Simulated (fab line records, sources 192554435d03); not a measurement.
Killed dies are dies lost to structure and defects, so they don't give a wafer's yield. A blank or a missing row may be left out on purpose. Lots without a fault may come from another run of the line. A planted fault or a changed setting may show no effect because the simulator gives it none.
One fault seen from 3 desks | flow n5_finfet | each desk has only its own numbers; what lay behind them comes last

THE TOOL OWNER'S DESK: rie_diel-01
The tool's own readings at N5_HKMG_FIN_ETCH_58 (etches SOC in N2/H2, target depth 215.8 nm, time 741 s): means of the sampled wafers that have a number, for each lot that ran on this tool. A lot is out of limits, marked OUT, if its mean lies more than 4 standard deviations from the usual mean; the brackets give that distance.
Columns: A = drypump_motor_current_A at N5_HKMG_FIN_ETCH_58, usual 5.8 A; B = h2_flow_sccm at N5_HKMG_FIN_ETCH_58, usual 200.1 sccm; C = oes_product_au at N5_HKMG_FIN_ETCH_58, usual 0.78 a.u.; D = rf_fwd_power_W at N5_HKMG_FIN_ETCH_58, usual 874.4 W; E = rf_vpp_V at N5_HKMG_FIN_ETCH_58, usual 99.1 V; F = showerhead_plenum_p_Torr at N5_HKMG_FIN_ETCH_58, usual 2.53 Torr; G = throttle_valve_pct at N5_HKMG_FIN_ETCH_58, usual 17.85 %
lot  | first seen here | A   | B     | C    | D               | E    | F    | G
L314 | day 5 20:11     | 5.4 | 199.8 | 0.73 | 871.8           | 98.1 | 2.45 | 18.10
L321 | day 7 15:26     | 5.4 | 200.4 | 0.72 | 872.1           | 98.8 | 2.49 | 18.19
L322 | day 7 18:32     | 5.5 | 199.8 | 0.74 | 945.1 (+26) OUT | 96.9 | 2.53 | 18.05
This desk's finding: out of limits on L322; first on L322, day 7 18:32 (rf_fwd_power_W at N5_HKMG_FIN_ETCH_58). In limits: L314, L321.

THE DEFECT DESK
What the inspections along the route counted, lot by lot: means of the sampled wafers that have a number. A lot is out of limits, marked OUT, if its mean lies more than 4 standard deviations from the usual mean; the brackets give that distance.
Columns: A = raw_defect_count at N5_DUMMY_REMOVAL_INSPECT_06, usual 14
lot  | first seen here | A
L310 | day 4 17:41     | 7
L313 | day 5 11:25     | 10
L314 | day 5 18:07     | 18
L321 | day 7 13:24     | 13
L322 | day 7 16:09     | 8
L326 | day 8 19:32     | 9
L328 | day 9 03:43     | 13
L329 | day 9 09:57     | 14
L330 | day 9 21:26     | 12
This desk's finding: nothing out of limits on any of the 9 lots.

THE METROLOGY DESK
What the gauges read, lot by lot, whatever tool the lot ran on: means of the sampled wafers that have a number. A lot is out of limits, marked OUT, if its mean lies more than 4 standard deviations from the usual mean; the brackets give that distance. Of its 11 readings 7 are shown: those that lie furthest out on some lot.
Columns: A = DIBL_N at N5_BEOL_M4_RC_MEAS_101, usual 36.4 mV/V; B = IOFF_N at N5_BEOL_M4_RC_MEAS_101, usual 0.159 nA/um; C = IOFF_P at N5_BEOL_M4_RC_MEAS_101, usual 0.21 nA/um; D = ION_N at N5_BEOL_M4_RC_MEAS_101, usual 670 uA/um; E = ION_P at N5_BEOL_M4_RC_MEAS_101, usual 459 uA/um; F = SS_N at N5_BEOL_M4_RC_MEAS_101, usual 71.5 mV/dec; G = VT_P at N5_BEOL_M4_RC_MEAS_101, usual -250 mV
lot  | first seen here | A    | B     | C    | D   | E   | F    | G
L310 | day 4 19:01     | 38.4 | 0.218 | 0.27 | 693 | 473 | 72.4 | -245
L313 | day 5 14:04     | 36.8 | 0.180 | 0.26 | 679 | 470 | 71.8 | -247
L314 | day 5 19:35     | 36.0 | 0.133 | 0.17 | 659 | 445 | 71.5 | -258
L321 | day 7 15:04     | 35.6 | 0.128 | 0.18 | 656 | 453 | 71.3 | -253
L322 | day 7 18:10     | 36.0 | 0.139 | 0.20 | 656 | 452 | 71.1 | -253
L326 | day 8 20:45     | 37.5 | 0.173 | 0.23 | 672 | 458 | 71.8 | -249
L328 | day 9 05:02     | 37.0 | 0.152 | 0.17 | 666 | 450 | 71.8 | -258
L329 | day 9 11:18     | 35.5 | 0.157 | 0.22 | 666 | 463 | 71.4 | -249
L330 | day 9 22:46     | 34.2 | 0.137 | 0.23 | 663 | 466 | 71.2 | -246
This desk's finding: nothing out of limits on any of the 9 lots.

PUT TOGETHER
The tool owner's desk could have raised an alarm at day 7 18:32, on L322.
The defect desk saw nothing out of limits.
The metrology desk saw nothing out of limits.
The defect desk has L322 on record, within its limits.
The metrology desk has L322 on record, within its limits.
Of the lots named, all ran N5_HKMG_FIN_ETCH_58 on rie_diel-01.

WHAT THE SIMULATOR HAD PUT IN
Process parameter drift: rie_diel-01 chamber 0, from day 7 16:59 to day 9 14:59, at N5_HKMG_FIN_ETCH_58. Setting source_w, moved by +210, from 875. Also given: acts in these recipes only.
Lots struck among those shown: L322.
Hours from the fault's start to each desk's first reading out of limits: the tool owner's desk, 2.
